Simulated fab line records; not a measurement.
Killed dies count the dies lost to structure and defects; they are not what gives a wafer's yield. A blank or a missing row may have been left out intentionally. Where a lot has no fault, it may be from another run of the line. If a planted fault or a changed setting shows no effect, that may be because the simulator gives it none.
Which tool did it?	flow n5_finfet	11 lots with 28 wafers sampled at 6 steps, on a route of 1938 steps

## WHAT EACH GAUGE READ, for each wafer
N5_BEOL_M0_RS_MEAS_126: the measuring method here is four-point-probe.
lot	measured	on	M0_RS (ohm/sq)
L673	day 6 02:29	film_metro-02	0.530 0.518
L678	day 7 18:13	film_metro-02	0.532 0.530 0.536
L677	day 7 18:22	film_metro-02	0.567 0.537 0.564
L680	day 8 04:26	film_metro-01	0.540 0.544 0.534
L681	day 8 03:49	film_metro-01	0.569 0.558 0.543
L682	day 8 15:04	film_metro-01	0.522 0.515
L684	day 9 03:31	film_metro-01	0.559 0.552 0.571
L687	day 9 18:41	film_metro-02	0.380 0.549
L688	day 10 01:00	film_metro-02	0.534 0.376
L692	day 11 07:38	film_metro-02	0.542 0.381
L695	day 11 21:22	film_metro-02	0.540 0.534 0.551

N5_BEOL_M0_INSPECT_127: inspects for defects (darkfield).
lot	measured	on	raw_defect_count
L673	day 6 02:31	defect_inspect-02	37 57
L678	day 7 18:14	defect_inspect-01	63 49 60
L677	day 7 18:24	defect_inspect-01	76 46 68
L680	day 8 04:28	defect_inspect-02	66 99 80
L681	day 8 03:50	defect_inspect-02	75 57 90
L682	day 8 15:05	defect_inspect-02	50 39
L684	day 9 03:32	defect_inspect-01	32 43 40
L687	day 9 18:43	defect_inspect-01	75 72
L688	day 10 01:02	defect_inspect-01	52 81
L692	day 11 07:40	defect_inspect-02	103 96
L695	day 11 21:24	defect_inspect-01	71 52 41

N5_BEOL_M4_RC_MEAS_101.
lot	measured	on	DIBL_N (mV/V)	DIBL_P (mV/V)	IOFF_N (nA/um)	IOFF_P (nA/um)	ION_N (uA/um)	ION_P (uA/um)	SS_N (mV/dec)	SS_P (mV/dec)	VT_N (mV)	VT_P (mV)
L673	day 8 01:37	prober-01	37.5 36.0	36.4 34.5	0.174 0.149	0.24 0.21	666 667	460 460	71.8 71.1	74.0 72.7	251 251	-248 -250
L678	day 9 12:30	prober-01	36.7 35.7 34.9	38.2 37.7 35.4	0.177 0.172 0.150	0.22 0.22 0.18	677 671 657	454 461 447	70.9 71.7 71.5	74.5 73.8 73.5	250 249 252	-250 -252 -254
L677	day 9 12:39	prober-02	38.0 36.7 37.5	36.8 35.3 37.1	0.166 0.154 0.152	0.23 0.22 0.23	681 677 670	471 465 465	71.6 70.8 72.2	73.6 73.0 73.3	250 250 252	-248 -249 -247
L680	day 10 03:58	prober-01	37.1 34.3 34.3	36.8 35.2 34.8	0.180 0.130 0.132	0.20 0.18 0.18	669 658 672	454 452 462	71.5 71.1 71.1	73.3 72.9 73.6	251 256 251	-251 -250 -252
L681	day 10 04:10	prober-02	35.8 37.9 38.2	35.5 37.8 37.7	0.150 0.186 0.192	0.20 0.24 0.24	677 688 688	467 472 466	71.9 72.2 71.8	73.4 73.6 73.8	249 245 245	-253 -248 -248
L682	day 10 18:43	prober-02	36.3 37.7	36.7 38.8	0.166 0.180	0.23 0.26	679 672	463 458	72.5 72.1	72.7 73.5	248 248	-246 -247
L684	day 10 22:04	prober-02	35.3 35.9 36.4	34.1 35.1 35.6	0.138 0.154 0.165	0.19 0.20 0.21	681 678 694	470 472 474	70.5 70.8 72.1	73.3 72.9 73.4	251 250 247	-252 -251 -250
L687	day 12 01:11	prober-01	36.3 36.0	35.7 34.8	0.152 0.136	0.18 0.16	681 657	461 444	71.6 71.0	74.1 72.7	251 253	-252 -254
L688	day 12 03:53	prober-02	34.5 35.9	34.8 37.2	0.138 0.166	0.19 0.25	657 673	455 467	71.2 71.7	72.6 73.0	252 249	-250 -246
L692	day 13 13:07	prober-02	35.4 36.8	35.1 36.5	0.146 0.159	0.20 0.22	695 675	478 466	71.2 71.7	72.2 73.2	249 251	-251 -248
L695	day 13 14:01	prober-01	37.1 37.2 38.8	39.3 38.6 40.2	0.192 0.181 0.234	0.30 0.27 0.31	682 677 687	472 469 468	70.9 72.6 72.1	74.7 73.8 74.1	245 247 244	-242 -246 -242

## EACH LOT AND THE TOOL THAT RAN IT (in order: tool; ch and the chambers of the sampled wafers; start)
lot	N5_BEOL_M0_SAQP_ILD_DEP_01	N5_BEOL_M0_ANNEAL_117	N5_BEOL_M0_SPUTTER_134
L673	pecvd-03 ch 0,1, day 5 14:14	pvd_sputter-03, day 6 01:09	pvd_sputter-03, day 6 01:19
L678	pecvd-04 ch 0,1,2, day 7 01:52	pvd_sputter-03, day 7 16:20	pvd_sputter-03, day 7 16:29
L677	pecvd-01 ch 0,1,2, day 7 04:52	pvd_sputter-03, day 7 16:46	pvd_sputter-03, day 7 16:56
L680	pecvd-04 ch 0,2, day 7 11:59	pvd_sputter-02, day 8 02:58	pvd_sputter-02, day 8 03:07
L681	pecvd-01 ch 0,1, day 7 15:37	pvd_sputter-02, day 8 02:29	pvd_sputter-02, day 8 02:38
L682	pecvd-04 ch 1,2, day 8 00:43	pvd_sputter-03, day 8 13:39	pvd_sputter-03, day 8 13:49
L684	pecvd-04 ch 1,2, day 8 11:31	pvd_sputter-01, day 9 02:11	pvd_sputter-01, day 9 02:20
L687	pecvd-04 ch 1,2, day 9 05:50	pvd_sputter-01, day 9 17:04	pvd_sputter-01, day 9 17:14
L688	pecvd-04 ch 0,1, day 9 09:17	pvd_sputter-02, day 9 23:35	pvd_sputter-02, day 9 23:45
L692	pecvd-04 ch 1,2, day 10 17:13	pvd_sputter-01, day 11 06:19	pvd_sputter-01, day 11 06:28
L695	pecvd-01 ch 1,2, day 11 06:20	pvd_sputter-01, day 11 19:58	pvd_sputter-01, day 11 20:08
- N5_BEOL_M0_SAQP_ILD_DEP_01: deposits SiOC from DEMS/O2, target thk 45.419 nm, time 8.7 s.
- N5_BEOL_M0_ANNEAL_117: time 60 s.
- N5_BEOL_M0_SPUTTER_134: material Cu, target thk 4 nm, time 7.37 s.

## AS READ BY THE TOOLS THEMSELVES (means over the sampled wafers that have a number; for cases with no such wafer, the mark the record gives instead)
N5_BEOL_M0_SAQP_ILD_DEP_01.
lot	tool	heater_power_w (W)	showerhead_plenum_p_Torr (Torr)	throttle_valve_pct (%)
L673	pecvd-03	498	5.698	12.4
L678	pecvd-04	476	5.691	11.8
L677	pecvd-01	417	5.687	12.3
L680	pecvd-04	551	5.688	11.7
L681	pecvd-01	437	5.705	12.5
L682	pecvd-04	544	5.688	11.6
L684	pecvd-04	584	5.701	11.5
L687	pecvd-04	520	5.706	11.6
L688	pecvd-04	479	5.694	11.9
L692	pecvd-04	521	5.710	11.2
L695	pecvd-01	404	5.680	11.9

N5_BEOL_M0_ANNEAL_117.
lot	tool	heater_power_w (W)
L673	pvd_sputter-03	945
L678	pvd_sputter-03	775
L677	pvd_sputter-03	758
L680	pvd_sputter-02	855
L681	pvd_sputter-02	857
L682	pvd_sputter-03	958
L684	pvd_sputter-01	839
L687	pvd_sputter-01	878
L688	pvd_sputter-02	854
L692	pvd_sputter-01	797
L695	pvd_sputter-01	787

N5_BEOL_M0_SPUTTER_134.
lot	tool	chuck_sensor_temp_C (C)	throttle_valve_pct (%)
L673	pvd_sputter-03	-15.8	29.4
L678	pvd_sputter-03	-15.9	31.0
L677	pvd_sputter-03	-16.2	30.8
L680	pvd_sputter-02	-16.4	30.5
L681	pvd_sputter-02	-16.0	30.0
L682	pvd_sputter-03	-15.7	29.5
L684	pvd_sputter-01	-15.8	30.1
L687	pvd_sputter-01	-15.7	30.2
L688	pvd_sputter-02	-16.5	30.3
L692	pvd_sputter-01	-16.5	29.9
L695	pvd_sputter-01	-16.3	29.8

## THE ANSWER, worked out from the rows above alone
Rule: what is usual is taken from the lots themselves. Put in order of their means at a reading, lots are off if they are a third of the lots or fewer, leave a main group of 4 or more, and stand apart from it by a gap of 3 or more times the standard deviation of the main group's means; of several such gaps the widest counts. A main group whose means are all the same, to the digits that the tables above print for the reading, isn't used. Also off: a lot with no number at a reading for which 4 or more lots have one. All remaining lots with rows at the step are treated as sound. After the gauges, taken in route order, come the tools' own readings; for these a lot's mean is taken, as printed above. At the first step where some lot is off, the reading lying furthest off is the one used; lots without a number count as furthest.
Off: L687, L688, L692, seen at N5_BEOL_M0_RS_MEAS_126 (M0_RS). For the main group the mean is 0.541 ohm/sq and the standard deviation 0.015.
If a tool, at a process step before that reading, ran all the lots that are off and no sound lot after the first of them, it fits. Those tools and the gauges at N5_BEOL_M0_RS_MEAS_126 are tried in the same way. One candidate fits, namely pecvd-04 at N5_BEOL_M0_SAQP_ILD_DEP_01. A fault onset in the window from L684 (day 8 11:31, its last sound lot) to L687 (day 9 05:50, its first lot off) fits.

## WHAT THE SIMULATOR PUT IN
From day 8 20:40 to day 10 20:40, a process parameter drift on pecvd-04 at N5_BEOL_M0_SAQP_ILD_DEP_01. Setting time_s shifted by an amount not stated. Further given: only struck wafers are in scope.
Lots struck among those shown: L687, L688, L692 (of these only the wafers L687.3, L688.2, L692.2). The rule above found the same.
